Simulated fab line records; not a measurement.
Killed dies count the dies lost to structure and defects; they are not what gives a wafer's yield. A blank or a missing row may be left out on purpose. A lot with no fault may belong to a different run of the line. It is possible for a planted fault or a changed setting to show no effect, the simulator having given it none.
fab line records + flow n5_finfet
record:
- lots: 4
- wafers: 12
- last_day: 18
route steps=1938 shown MOL_CONTACT_COAG@623 BEOL_M0_SAQP@632 BEOL_M0_CUTY@710 BEOL_M4@1111 PASSIVATION@1936
lots that met no fault: taken from a fault-free run of the same line
start_h: hours from the record's first day to the start of the lot's first wafer shown + wait_h: hours since the lot's step before + " repeats the value in the row above + L1.1+2: several wafers, shown together as one row + - no value present, or no start provided + * or withheld: withheld + < > ~ a bound
route shown NAME@n: names a module that has steps shown in the file, with the first one's number in the route + usual: the fault-free wafers' mean and standard deviation + same: alike in all rows + chamber/n: place in a boat + sites: readings site by site + _std_site: the values' standard deviation + _edge_site: mean of outer sites minus mean of inner sites + radius_mm: how far each site lies from the wafer's centre + mask NAME#n: copy n + behind: the last tool/chamber to shape the wafer + hold: reason for holding the lot/hours on hold/outcome of the hold + device: whichever transistor did not switch (one of n, p or np) + end of line: the route-end tests of the same wafers + for a step that has no rows: nothing shown but its recipe + killed: the dies lost at the first sort to structure and to defects; this is not the yield of the wafer + map: dies across one wafer; x = killed, . = not, _ = none there
set.NAME: the setting as run; set.NAME@STEP: as run at that earlier step + model.NAME: the simulator's own value behind a step, which no gauge read
certain route steps with their lots: each step a table, each wafer a row
services: a tool's chamber out of use, with start hour (start_h, from the record's first day; less than 0 if before it), hours out, and reason
== steps ==
step: N5_MOL_CONTACT_COAG_PRE_CLEAN_121
recipe:
- gas: H2/He
- time_s: *
- temp_c: withheld
step: N5_MOL_CONTACT_COAG_CVD_140
recipe:
- material: W
- target_thk_a: 665
- mode: selective_fill
- temp_c: 300
- time_s: 215
step: N5_MOL_CONTACT_COAG_PRECLEAN_127
recipe:
- chemistry: DIW
- time_s: 57.5
- temp_c: 23
step: N5_MOL_CONTACT_COAG_SRD_128
recipe:
- dry_time_s: 32
- dry: n2_spin
- spin_rpm: 1500
step: N5_MOL_CONTACT_COAG_CMP_52
recipe:
- stop_on: SiO2
- t_overpolish_s: 1.5
- post_cmp_clean: w_dilute_nh4oh
- down_force_psi: 4
- platen_rpm: 50.289
- pad_velocity_m_s: 1.0006
- target_thk_nm: 66.5
step: N5_MOL_CONTACT_COAG_ANNEAL_112
recipe:
- temp_c: 400
- time_s: 1800
- ambient: HPD2
- pressure_atm: 10
step: N5_BEOL_M0_SAQP_PECVD_00
recipe:
- material: SiCN
- target_thk_a: 80
- temp_c: withheld
- precursor: 3MS/NH3
- pressure_torr: 3
- rf_w: 202
- time_s: 14
step: N5_BEOL_M0_SAQP_ILD_DEP_01
recipe:
- material: SiOC
- target_thk_a: 454.19
- temp_c: 350
- precursor: DEMS/O2
- pressure_torr: 5
- rf_w: 500
- time_s: 8.7
step: N5_BEOL_M0_SAQP_HM_DEP_02
recipe:
- material: TiN
- target_thk_a: 120
- temp_c: 25
- chamber_pressure_pa: 0.49996
usual:
- substrate_temp_c: 24.99/0.12
- susceptor_temp_C: 25.01/0.11
- throttle_valve_pct: 30.1/0.85
| lot.wafer | tool           | chamber | start_h | wait_h | substrate_temp_c | susceptor_temp_C | throttle_valve_pct |
|-----------|----------------|---------|---------|--------|------------------|------------------|--------------------|
| L611.1    | pvd_sputter-02 | -       | 107.52  | 2.0    | 25.04            | 24.81            | 30.1               |
| L611.2    | "              | -       | "       | "      | 24.81            | 25.08            | 30.1               |
| L611.6    | "              | -       | "       | "      | 25.09            | 25.07            | 28.3               |
| L625.4    | pvd_sputter-02 | -       | 191.17  | 0.4    | 24.99            | 25.23            | 30.1               |
| L625.5    | "              | -       | "       | "      | 25.13            | 25.04            | 30.6               |
| L625.6    | "              | -       | "       | "      | 25.12            | 25.14            | 30.0               |
| L626.1    | pvd_sputter-02 | -       | 196.97  | 0.8    | 24.96            | 25.01            | 31.1               |
| L626.2    | "              | -       | "       | "      | 25.10            | 24.88            | 28.5               |
| L626.3    | "              | -       | "       | "      | 25.07            | 25.16            | 30.1               |
| L633.2    | pvd_sputter-03 | -       | 242.95  | 0.2    | 24.97            | 24.86            | 28.6               |
| L633.4    | "              | -       | "       | "      | 24.96            | 24.91            | 29.3               |
| L633.5    | "              | -       | "       | "      | 25.18            | 24.90            | 28.7               |
step: N5_BEOL_M0_SAQP_PECVD_03
recipe:
- material: SiCN
- target_thk_a: 120
- temp_c: withheld
- precursor: 3MS/NH3
- pressure_torr: 3
- rf_w: 202
- time_s: 21.1
step: N5_BEOL_M0_SAQP_PECVD_96
recipe:
- material: a-Si
- target_thk_a: 450
- temp_c: 350
- precursor: SiH4/He
- pressure_torr: 3
- rf_w: 100
- time_s: 45.2
step: N5_BEOL_M0_SAQP_PECVD_97
recipe:
- material: SiNx
- target_thk_a: 230
- temp_c: 350
- precursor: SiH4/NH3/N2
- pressure_torr: 1.5
- rf_w: 300
- time_s: 19.9
step: N5_BEOL_M0_SAQP_PECVD_04
recipe:
- material: a-Si
- target_thk_a: 600
- temp_c: 350
- precursor: SiH4/He
- pressure_torr: 3
- rf_w: 100
- time_s: 60.2
step: N5_BEOL_M0_SAQP_HM_DEP_111
recipe:
- material: SiO2
- target_thk_a: 120
- temp_c: 400
- precursor: SiH4/N2O
- pressure_torr: 0.75
- rf_w: 275
- time_s: 7.2
step: N5_BEOL_M0_SAQP_COAT_81
recipe:
- resist: SOC
- temp_c: 250
- time_s: 60
- spin_rpm: 1500
- resist_thk_nm: 100
step: N5_BEOL_M0_SAQP_COAT_82
recipe:
- resist: SiARC
- temp_c: 220
- time_s: 60
- spin_rpm: 1500
- resist_thk_nm: 30
step: N5_BEOL_M0_SAQP_COAT_08
recipe:
- resist: CAR-ArF
- spin_rpm: 1500
- resist_thk_nm: 90
step: N5_BEOL_M0_SAQP_EBR_10
recipe:
- solvent: PGMEA
- ebr_width_mm: 1.5
step: N5_BEOL_M0_SAQP_SOFTBAKE_09
recipe:
- temp_c: 110
- time_s: 60
- resist: CAR-ArF
step: N5_BEOL_M0_SAQP_EXPOSE_11
recipe:
- mask_id: M0_CORE
- na: 1.35
- source_shape: dipole
- sigma_inner: 0.538
- sigma_outer: 0.738
- polarization: te
- target_cd_nm: 42
- dose_mj: 55
step: N5_BEOL_M0_SAQP_PEB_12
recipe:
- peb_temp_c: withheld
- peb_time_s: 60
- resist: CAR-ArF
step: N5_BEOL_M0_SAQP_DEVELOP_13
recipe:
- develop_time_s: 30
- developer: TMAH
- resist: CAR-ArF
- dev_temp_c: 23
- rinse_liquid: diw
- dry: air_spin
step: N5_BEOL_M0_SAQP_INSPECT_16
recipe:
- mode: adi
- inspect_instrument: brightfield
usual:
- raw_defect_count: 499/130
| lot.wafer | tool              | chamber | start_h | wait_h | raw_defect_count |
|-----------|-------------------|---------|---------|--------|------------------|
| L611.1    | defect_inspect-02 | -       | 108.49  | 0.0    | 467              |
| L611.2    | "                 | -       | "       | "      | 438              |
| L611.6    | "                 | -       | "       | "      | 447              |
| L625.4    | defect_inspect-01 | -       | 192.07  | 0.0    | 415              |
| L625.5    | "                 | -       | "       | "      | 1112             |
| L625.6    | "                 | -       | "       | "      | 422              |
| L626.1    | defect_inspect-01 | -       | 197.84  | 0.0    | 1091             |
| L626.2    | "                 | -       | "       | "      | 692              |
| L626.3    | "                 | -       | "       | "      | 531              |
| L633.2    | defect_inspect-01 | -       | 243.90  | 0.0    | 338              |
| L633.4    | "                 | -       | "       | "      | 603              |
| L633.5    | "                 | -       | "       | "      | 445              |
step: N5_BEOL_M0_SAQP_DESCUM_19
recipe:
- chemistry: O2
- time_s: 7.9
- source_power_w: 50
- bias_power_w: 20
- pressure_mtorr: 20
- rf_frequency_hz: 2.712e+07
- temp_c: 40
- resist: CAR-ArF
- o2_flow_sccm: 225
step: N5_BEOL_M0_SAQP_ETCH_83
recipe:
- chemistry: CF4
- target: SiARC
- target_depth_a: 390
- mask_material: CAR-ArF
- time_s: 65
- ion_energy_ev: 80
- pressure_mtorr: 40
- source_w: 545
- bias_w: 36
- Ar_flow_sccm: 100
- cf4_flow_sccm: 100
- ends: cleared
step: N5_BEOL_M0_SAQP_ETCH_84
recipe:
- chemistry: N2/H2
- target: SOC
- target_depth_a: 1000
- overetch_a: 200
- mask_material: SiARC
- temp_c: 40
- time_s: 150
- ion_energy_ev: 200
- pressure_mtorr: 30
- source_w: 840
- bias_w: 150
- n2_flow_sccm: 200
- h2_flow_sccm: 200
step: N5_BEOL_M0_SAQP_STRIP_80
recipe:
- chemistry: N2/H2
- temp_c: 40
- n2_flow_sccm: 200
- h2_flow_sccm: 200
- rf_frequency_hz: 6e+07
step: N5_BEOL_M0_SAQP_HM_OPEN_112
recipe:
- chemistry: CHF3/O2
- target: SiO2
- stop_on: a-Si
- target_depth_a: 120
- over_etch_frac: 1.25
- mask_material: SOC
- time_s: 13.5
- pressure_mtorr: 30
- source_w: 650
- bias_w: 170
- Ar_flow_sccm: 200
- CHF3_flow_sccm: 50
- O2_flow_sccm: 5
- ion_energy_ev: 200
- ends: end_point
step: N5_BEOL_M0_SAQP_STRIP_113
recipe:
- chemistry: CHF3/O2
- resist: SiARC
- rf_frequency_hz: 6e+07
step: N5_BEOL_M0_SAQP_MANDREL_ETCH_20
recipe:
- target_depth_a: 600
- chemistry: HBr/Cl2
- target: a-Si
- stop_on: SiNx
- bt_time_s: 10
- mask_material: SOC
- over_etch_frac: 0.5
- time_s: 30
- pressure_mtorr: 10
- icp_w: 800
- bias_w: 75
- HBr_flow_sccm: 150
- Cl2_flow_sccm: 80
- ends: end_point
step: N5_BEOL_M0_SAQP_STRIP_86
recipe:
- chemistry: N2/H2
- power_w: 500
- temp_c: 40
- pressure_mtorr: 50
- rf_frequency_hz: 6e+07
- overash_fraction: 0.3
- bias_power_w: 28
- h2_frac: 0.5
- n2_flow_sccm: 300
- h2_flow_sccm: 300
step: N5_BEOL_M0_SAQP_STRIP_115
recipe:
- chemistry: post_etch_residue_remover
- time_s: 60
- temp_c: 25
- remover_ph: withheld
- remover_water_wt_pct: withheld
- remover_fluoride_wt_pct: withheld
step: N5_BEOL_M0_SAQP_SRD_93
recipe:
- dry: ipa_marangoni
- time_s: 30
- temp_c: 23
- rinse_liquid: diw
step: N5_BEOL_M0_SAQP_RECESS_114
recipe:
- chemistry: HF/NH3
- target: SiO2
- target_depth_a: 144
- afs_cycles: 3
- temp_c: 30
- sublimation_temp_c: 180
- sublimation_time_s: 60
step: N5_BEOL_M0_SAQP_SPACER1_ALD_98
recipe:
- material: SiO2
- target_thk_a: 128
- temp_c: 300
- ald_precursor_family: BDEAS
- ald_co_reactant: O2-plasma
- pulse_time_s: 1
- purge_time_s: 2
- co_reactant_purge_time_s: 2
- ald_cycles: 138
- pressure_torr: 2
step: N5_BEOL_M0_SAQP_INSPECT_42
recipe:
- mode: adi
- inspect_instrument: brightfield
usual:
- raw_defect_count: 270/70
| lot.wafer | tool              | chamber | start_h | wait_h | raw_defect_count |
|-----------|-------------------|---------|---------|--------|------------------|
| L611.1    | defect_inspect-01 | -       | 112.71  | 0.1    | 285              |
| L611.2    | "                 | -       | "       | "      | 307              |
| L611.6    | "                 | -       | "       | "      | 246              |
| L625.4    | defect_inspect-01 | -       | 196.13  | 0.1    | 296              |
| L625.5    | "                 | -       | "       | "      | 1003             |
| L625.6    | "                 | -       | "       | "      | 270              |
| L626.1    | defect_inspect-01 | -       | 201.72  | 0.1    | 854              |
| L626.2    | "                 | -       | "       | "      | 296              |
| L626.3    | "                 | -       | "       | "      | 205              |
| L633.2    | defect_inspect-02 | -       | 247.90  | 0.1    | 275              |
| L633.4    | "                 | -       | "       | "      | 433              |
| L633.5    | "                 | -       | "       | "      | 224              |
step: N5_BEOL_M0_CUTY_INSPECT_59
recipe:
- mode: adi
- inspect_instrument: macro
usual:
- raw_defect_count: 1.9/1.2
| lot.wafer | tool              | chamber | start_h | wait_h | raw_defect_count |
|-----------|-------------------|---------|---------|--------|------------------|
| L611.1    | defect_inspect-01 | -       | 113.98  | 0.0    | 3                |
| L611.2    | "                 | -       | "       | "      | 2                |
| L611.6    | "                 | -       | "       | "      | 2                |
| L625.4    | defect_inspect-01 | -       | 197.53  | 0.0    | 5                |
| L625.5    | "                 | -       | "       | "      | >300             |
| L625.6    | "                 | -       | "       | "      | 1                |
| L626.1    | defect_inspect-01 | -       | 203.12  | 0.0    | >300             |
| L626.2    | "                 | -       | "       | "      | 2                |
| L626.3    | "                 | -       | "       | "      | 2                |
| L633.2    | defect_inspect-01 | -       | 249.29  | 0.0    | 2                |
| L633.4    | "                 | -       | "       | "      | 0                |
| L633.5    | "                 | -       | "       | "      | 0                |
step: N5_BEOL_M4_RC_MEAS_101
usual:
- DIBL_N: 36.7/2.6
- DIBL_P: 36.9/2.8
- IOFF_N: 0.17/0.043
- IOFF_P: 0.22/0.05
- ION_N: 678/15
- ION_P: 465/9.2
- SS_N: 71.6/0.79
- SS_P: 73.5/0.82
- VT_N: 250/3.9
- VT_P: -250/3.7
| lot.wafer | tool      | chamber | start_h | wait_h | DIBL_N[mV/V] | DIBL_P[mV/V] | IOFF_N[nA/um] | IOFF_P[nA/um] | ION_N[uA/um] | ION_P[uA/um] | SS_N[mV/dec] | SS_P[mV/dec] | VT_N[mV] | VT_P[mV] |
|-----------|-----------|---------|---------|--------|--------------|--------------|---------------|---------------|--------------|--------------|--------------|--------------|----------|----------|
| L611.1    | prober-01 | 0       | 176.67  | 0.0    | 41.2         | 43.8         | 0.30          | 0.33          | 697          | 474          | 72.9         | 75.2         | 241      | -247     |
| L611.2    | "         | 0       | "       | "      | 39.7         | 41.6         | 0.23          | 0.27          | 689          | 470          | 72.9         | 74.0         | 248      | -249     |
| L611.6    | "         | 0       | "       | "      | 33.8         | 35.1         | 0.12          | 0.17          | 665          | 462          | 71.1         | 72.7         | 254      | -253     |
| L625.4    | prober-02 | 0       | 252.64  | 1.1    | 36.0         | 35.4         | 0.13          | 0.18          | 667          | 456          | 71.1         | 72.8         | 256      | -256     |
| L625.5    | "         | 0       | "       | "      | 32.0         | 31.4         | 0.08          | 0.12          | 629          | 436          | 69.5         | 72.2         | 262      | -260     |
| L625.6    | "         | 0       | "       | "      | 37.1         | 37.6         | 0.16          | 0.22          | 662          | 457          | 71.7         | 74.3         | 253      | -251     |
| L626.1    | prober-01 | 0       | 263.49  | 0.0    | 37.0         | 36.9         | 0.16          | 0.21          | 678          | 465          | 70.9         | 73.8         | 252      | -248     |
| L626.2    | "         | 0       | "       | "      | 34.2         | 33.8         | 0.12          | 0.18          | 661          | 462          | 70.7         | 73.3         | 253      | -252     |
| L626.3    | "         | 0       | "       | "      | 33.7         | 32.4         | 0.12          | 0.16          | 681          | 466          | 69.8         | 72.5         | 252      | -251     |
| L633.2    | prober-01 | 0       | 312.80  | 0.2    | 32.7         | 33.2         | 0.12          | 0.16          | 684          | 467          | 71.2         | 72.6         | 251      | -254     |
| L633.4    | "         | 0       | "       | "      | 35.7         | 36.1         | 0.16          | 0.20          | 661          | 453          | 72.0         | 72.6         | 250      | -252     |
| L633.5    | "         | 0       | "       | "      | 32.3         | 33.4         | 0.11          | 0.16          | 663          | 463          | 70.9         | 72.6         | 255      | -255     |
step: N5_PASSIVATION_PROBE_49
usual:
- defect_limited_yield: 91.0/1.4
- killed_at_M0_to_M3: 36/9.6
- killed_at_M4_up: 14/6.1
- killed_at_contacts: 13/6.6
- killed_at_front_end: 40/11
- killed_at_other: 3.2/2.9
- killed_dies: 106/17
- killed_open: 71/12
- killed_short: 33/7.3
- sort_bin_4_leakage: 0.02/0.11
- sort_bin_5_function: 5.3/1
- sort_bin_6_memory: 3.4/0.68
- sort_bin_8_speed: 0.0/0.51
- sort_n_pass: 1073/19
- sort_yield_pct: 91.0/1.6
same:
- gross_dies: 1180
- killed_at_back_side: 0
| lot.wafer | tool      | chamber | start_h | wait_h | defect_limited_yield[%] | killed_at_M0_to_M3 | killed_at_M4_up | killed_at_contacts | killed_at_front_end | killed_at_other | killed_dies | killed_open | killed_short | sort_bin_4_leakage[%] | sort_bin_5_function[%] | sort_bin_6_memory[%] | sort_bin_8_speed[%] | sort_n_pass | sort_yield_pct[%] |
|-----------|-----------|---------|---------|--------|-------------------------|--------------------|-----------------|--------------------|---------------------|-----------------|-------------|-------------|--------------|-----------------------|------------------------|----------------------|---------------------|-------------|-------------------|
| L611.1    | prober-02 | -       | 287.87  | 0.0    | 89.4                    | 47                 | 15              | 18                 | 45                  | 0               | 125         | 92          | 31           | 1.02                  | 5.3                    | 4.9                  | 0                   | 1043        | 88.4              |
| L611.2    | prober-02 | -       | 287.92  | 0.1    | 91.8                    | 33                 | 16              | 11                 | 37                  | 0               | 97          | 62          | 33           | 0                     | 4.8                    | 3.2                  | 0                   | 1083        | 91.8              |
| L611.6    | prober-02 | -       | 288.12  | 0.3    | 91.6                    | 45                 | 13              | 17                 | 24                  | 0               | 99          | 60          | 39           | 0                     | 4.9                    | 3.2                  | 0                   | 1081        | 91.6              |
| L625.5    | prober-02 | -       | 356.55  | 0.2    | 77.3                    | 182                | 13              | 21                 | 44                  | 8               | 268         | 83          | 46           | 0                     | 15.2                   | 5.3                  | 4.8                 | 855         | 72.5              |
| L626.1    | prober-01 | -       | 371.41  | 0.0    | 81.8                    | 158                | 5               | 1                  | 45                  | 6               | 215         | 68          | 26           | 0                     | 11.0                   | 4.7                  | 0                   | 965         | 81.8              |
| L626.2    | prober-01 | -       | 371.46  | 0.1    | 88.6                    | 57                 | 7               | 7                  | 60                  | 4               | 135         | 81          | 51           | 0                     | 6.9                    | 4.1                  | 0                   | 1045        | 88.6              |
| L626.3    | prober-01 | -       | 371.51  | 0.1    | 91.9                    | 33                 | 10              | 7                  | 43                  | 2               | 95          | 59          | 34           | 0                     | 4.7                    | 3.1                  | 0                   | 1085        | 91.9              |
killed by level:class
L611.1 MOL_CONTACT_COAG:geometric_particle:open=16 FIN_SAQP:geometric_particle:open=12 BEOL_M3:geometric_particle:open=10 STI_FIN_REVEAL:geometric_particle:open=9 BEOL_M0_SAQP:geometric_particle:short=9 BEOL_M0_SAQP:geometric_particle:open=7 BEOL_M2:geometric_particle:open=6 BEOL_M4:geometric_particle:open=6
L611.2 BEOL_M3:geometric_particle:open=13 STI_FIN_REVEAL:geometric_particle:open=10 MOL_CONTACT_COAG:geometric_particle:open=9 BEOL_M4:geometric_particle:short=6 STARTING-WAFER:geometric_particle:short=5 BEOL_M3:geometric_particle:short=5 FIN_SAQP:geometric_particle:open=4 STI_FIN_REVEAL:geometric_particle:short=4
L611.6 MOL_CONTACT_COAG:geometric_particle:open=14 BEOL_M0_SAQP:geometric_particle:short=14 BEOL_M0_SAQP:geometric_particle:open=13 BEOL_M3:geometric_particle:open=11 BEOL_M4:geometric_particle:open=7 FIN_SAQP:geometric_particle:short=6 FIN_SAQP:geometric_particle:open=5 BEOL_M3:geometric_particle:short=4
L625.5 BEOL_M0_SAQP:unspecified=139 MOL_CONTACT_COAG:geometric_particle:open=19 STI_FIN_REVEAL:geometric_particle:open=10 BEOL_M2:geometric_particle:open=9 BEOL_M0_SAQP:geometric_particle:short=8 BEOL_M4:geometric_particle:open=8 BEOL_M0_SAQP:geometric_particle:open=7 BEOL_M1:geometric_particle:open=7
L626.1 BEOL_M0_SAQP:unspecified=120 FIN_SAQP:geometric_particle:open=13 STI_FIN_REVEAL:geometric_particle:open=13 BEOL_M2:geometric_particle:open=11 BEOL_M0_SAQP:geometric_particle:open=11 BEOL_M0_SAQP:geometric_particle:short=9 FIN_SAQP:geometric_particle:short=6 STARTING-WAFER:geometric_particle:open=6
L626.2 BEOL_M0_SAQP:geometric_particle:short=22 STI_FIN_REVEAL:geometric_particle:open=19 FIN_SAQP:geometric_particle:open=13 BEOL_M0_SAQP:geometric_particle:open=12 FIN_SAQP:geometric_particle:short=8 BEOL_M2:geometric_particle:open=7 MOL_CONTACT_COAG:geometric_particle:open=6 STI_FIN_REVEAL:geometric_particle:short=4
L626.3 BEOL_M0_SAQP:geometric_particle:open=14 FIN_SAQP:geometric_particle:open=12 FIN_SAQP:geometric_particle:short=9 BEOL_M0_SAQP:geometric_particle:short=8 STI_FIN_REVEAL:geometric_particle:open=7 MOL_CONTACT_COAG:geometric_particle:open=7 STARTING-WAFER:geometric_particle:short=5 BEOL_M3:geometric_particle:open=4
map L625.5 (x killed, . not)
_________________...x.......x________________
______________.....xx....xx....._____________
___________...........x..........x.__________
__________.x........x...x.x....x...._________
________.x....x.x...xxxxxxx.xx....x..._______
_______.............x..xxxxxxxxx.......______
______...........xx.xxxxxxxxxxxx.x..x..._____
_____x...x...x.....xxxxxxxxxxxx.x........____
____...x..x.......xxxxxxxxxxxxx.x.........___
___......x..x....xxxxxxxxxxxxxx.x.....x....__
___.x...x.....xx...xxxxxxxxxxxxxx.....x....__
__..........x...xxx.xxxxxxxxxxxxxx.........._
__......x..x......x.xxxxxxxxxxxx..x....xx..._
_...x..............x..xxxxxxxxx.x.....x......
_.........x..........xxxx.xxxxxx.x..x...x....
_....x.x.....x..x........xxx.x....x......x..x
_....x.......................................
_.....x..................x...x......xx.....x.
_........x...x.x.............................
_..x..........x......x......x......x....x.x..
_..........xx..............x........x........
__........x........x.....x..x..............._
__..x.........x..........x...x......x....x.._
___...........x.................xx.........__
___..........................x......x......__
____...........x..x...................x...___
_____.....xx......x......x..x......x...x.____
______......xx...............x.........x_____
_______.....x.x.......x.....xx.........______
________..................x.........x._______
__________.......x......x..........._________
___________...xx..x...x.......x.x..__________
______________x...x...x...xx...._____________
_________________..x....x.x..________________
map L626.1 (x killed, . not)
_________________............________________
______________.........x.....x.._____________
___________....x...x..............x__________
__________.............x............_________
________...........x..x......x........_______
_______......xx........xxxx.xx.........______
______.............xxxxxxxxxxx..xx......_____
_____....x.......x..xxxxxxxxxxxxx....x...____
____..............x.xxxxxxxxxxxx......xx..___
___...............xxxxxxxxxxxx.xxx....x....__
___...............x.xxxxxxxxxxxx.........x.__
__...x.....x.......xxxxxxxxxxxxxxx.........._
__.....x...x...x....xxxxxxxxxxxxx..........._
_.........x...x.....xxxxxxxxxx.x..x..........
_.....x..........xx...xxxxx.x...x............
_....................xxx.....xx.......x.x..x.
_.......x..................x......x..........
_..........x.......xx..x.....................
_.x.............x.......x....................
_.............x.........x.......x.......x....
_....x......................x...x............
__x..................x...x......x.x...x....._
__....x..x.................................x_
___.....x.x...x.............x..............__
___.......x............x........x.x.....x..__
____.............x........................___
_____.....x.x.............x......x....x.x____
______....x.x.........................x._____
_______............................x..x______
________.......xx...x..x...x.........._______
__________..............x.x........._________
___________........x...............__________
______________..x...x........x.._____________
_________________..........x.________________
== services ==
| tool           | chamber | start_h | hours | kind   |
|----------------|---------|---------|-------|--------|
| pvd_sputter-02 | -       | 86.41   | 3.1   | repair |
| pvd_sputter-03 | -       | 125.88  | 24.5  | repair |
| pvd_sputter-02 | -       | 144.92  | 10.0  | repair |
== key ==
first_sign:
- step: N5_BEOL_M0_SAQP_INSPECT_16
- reading: raw_defect_count
- direction: up
- sigmas: 4.8
- usual: 499
- struck: 1102
effect:
- step: N5_BEOL_M0_SAQP_INSPECT_42
- reading: raw_defect_count
- direction: up
- sigmas: 9.5
- usual: 270
- struck: 928
effect:
- step: N5_BEOL_M0_CUTY_INSPECT_59
- reading: raw_defect_count
- direction: up
- sigmas: 99+
- usual: 1.9
- struck: >300
effect:
- step: N5_PASSIVATION_PROBE_49
- reading: killed_at_M0_to_M3
- direction: up
- sigmas: 14
- usual: 36
- struck: 170
more_kills_born_at:
- N5_BEOL_M0_SAQP_HM_DEP_02@pvd_sputter-02: 259
met_at N5_BEOL_M0_SAQP_HM_DEP_02
struck_wafers L625.5,L626.1
fault:
- kind: chamber_particle_source
- tool: pvd_sputter-02
- chamber: -
- onset_h: 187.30
- steps: N5_BEOL_M0_SAQP_HM_DEP_02
- rate_per_visit_cm2: 0.98856
- end_h: 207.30
- scope: struck_wafers_only
